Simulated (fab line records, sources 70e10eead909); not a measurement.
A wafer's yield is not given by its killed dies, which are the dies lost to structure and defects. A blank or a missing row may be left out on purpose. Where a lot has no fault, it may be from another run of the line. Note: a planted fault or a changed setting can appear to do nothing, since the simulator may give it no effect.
Struck lot and sound lot, side by side :: flow nand-harc :: 15 out of 1302 route steps
Sound: the wafers L708.1, L708.2, L708.6. The struck wafers were L698.1, L698.5, L698.6. The cause is named last.
For every step that has rows: the tool of each side, followed by ch and its chambers, followed by its first start. Under that, the readings that differ: sound wafers :: struck wafers :: difference of the means :: sigmas: that difference in standard deviations of wafers without a fault.
alike: same words and numbers on both sides, and readings whose means sit less than 2 such deviations apart. not compared: any withheld reading, any reading some wafer has no value for, any bound like >300 that may hide the same value, and any number with overlapping values for which the record gives no deviation.
Wherever a step has rows on one side only, a row that says differs or no value, or a row with sigmas, the two part there. Numbers that have no deviation but don't overlap get no sigmas and don't part them. Lack of a reading on every wafer of one side parts them only where that side has two or more wafers.

first, 3 steps without rows for these wafers: NHARC_THIN_TSV_EXPOSE_09 (exposes mask TSV); NHARC_THIN_TSV_PEB_10 (peb time 85 s); NHARC_THIN_TSV_DEVELOP_11 (time 70 s).
NHARC_THIN_TSV_CD_MEAS_12: target cd 1000 nm.
  sound on cd-sem-03 ch 0, day 31 18:59; struck on cd-sem-03 ch 0, day 27 13:41
  alike: cd-nm
then, 1 step without rows for these wafers: NHARC_THIN_TSV_HARDBAKE_13 (time 80 s).
NHARC_THIN_TSV_DESCUM_14: chemistry O2, time 3 s.
  sound on rie-diel-04 ch 0,1,3, day 31 19:10; struck on rie-diel-05 ch 2,3, day 27 13:51
  alike: drypump-motor-current-A, oes-product-au, rf-vpp-V, showerhead-plenum-p-Torr, throttle-valve-pct
  not compared: rf-hours-counter-h
NHARC_THIN_TSV_ETCH_44: etches the open film in CF4/O2, target depth 1594.2 nm, time 797.1 s.
  sound on rie-diel-04 ch 0,2, day 31 19:18; struck on rie-diel-05 ch 0,3, day 27 13:59
reading: oes-product-au (a.u.)
sound: 1.017 1.012 1.008
struck: 0.987 0.984 0.992
difference: -0.025
sigmas: -2

reading: rf-vpp-V (V)
sound: 803 799 800
struck: 791 793 792
difference: -9
sigmas: -2

reading: showerhead-plenum-p-Torr (Torr)
sound: 1.94 1.93 1.94
struck: 1.80 1.79 1.80
difference: -0.14
sigmas: -2
  alike: drypump-motor-current-A, throttle-valve-pct
  not compared: rf-hours-counter-h
NHARC_THIN_TSV_ETCH_15: target depth 3000 nm, bosch target overetch cycles 2, bosch etch step 2.8 s.
  sound on rie-si-01 ch 0,1,3, day 31 19:49; struck on rie-si-03 ch 0,1, day 27 14:32
  alike: drypump-motor-current-A
  not compared: rf-hours-counter-h
NHARC_THIN_TSV_CD_MEAS_16:
  sound on cd-sem-01, day 31 19:57; struck on cd-sem-02, day 27 14:40
  alike: cd-nm
NHARC_THIN_TSV_STRIP_45: strips in O2.
  sound on plasma-asher-01 ch 0,1, day 31 20:02; struck on plasma-asher-01 ch 0,1, day 27 14:45
  alike: drypump-motor-current-A, heater-power-w
  not compared: rf-hours-counter-h
then, 2 steps without rows for these wafers: NHARC_THIN_TSV_STRIP_46 (strips in post etch residue remover, time 1200 s); NHARC_THIN_TSV_DEP_47 (deposits SiO2, target thk 200 nm).
NHARC_THIN_TSV_ETCHBACK_48: etches the open film in C4F8/Ar, target depth 1028.5 nm, time 405.17 s.
  sound on rie-diel-04 ch 0,1,2, day 31 21:17; struck on rie-diel-04 ch 1,2, day 27 15:59
  no value came back on the struck wafers for bias-w (W), chamber-pressure-mTorr (mTorr), oes-product-au (a.u.), rf-vpp-V (V); on the sound wafers bias-w (W) reads 301.4 300.6 300.2
  not compared: rf-hours-counter-h
NHARC_THIN_TSV_STRIP_62: strips in N2/H2, time 20 s.
  sound on plasma-asher-02 ch 0,1, day 31 21:38; struck on plasma-asher-01 ch 0,1, day 27 16:19
  alike: drypump-motor-current-A, heater-power-w
  not compared: rf-hours-counter-h
NHARC_END_SORT_01:
  the record has rows for the struck wafers here (prober-02 ch 0, day 28 06:49) and none for the sound ones

WHERE THEY PART
At NHARC_THIN_TSV_ETCH_44 first; at NHARC_END_SORT_01 last (within this record only).

WHY: whatever the simulator had introduced
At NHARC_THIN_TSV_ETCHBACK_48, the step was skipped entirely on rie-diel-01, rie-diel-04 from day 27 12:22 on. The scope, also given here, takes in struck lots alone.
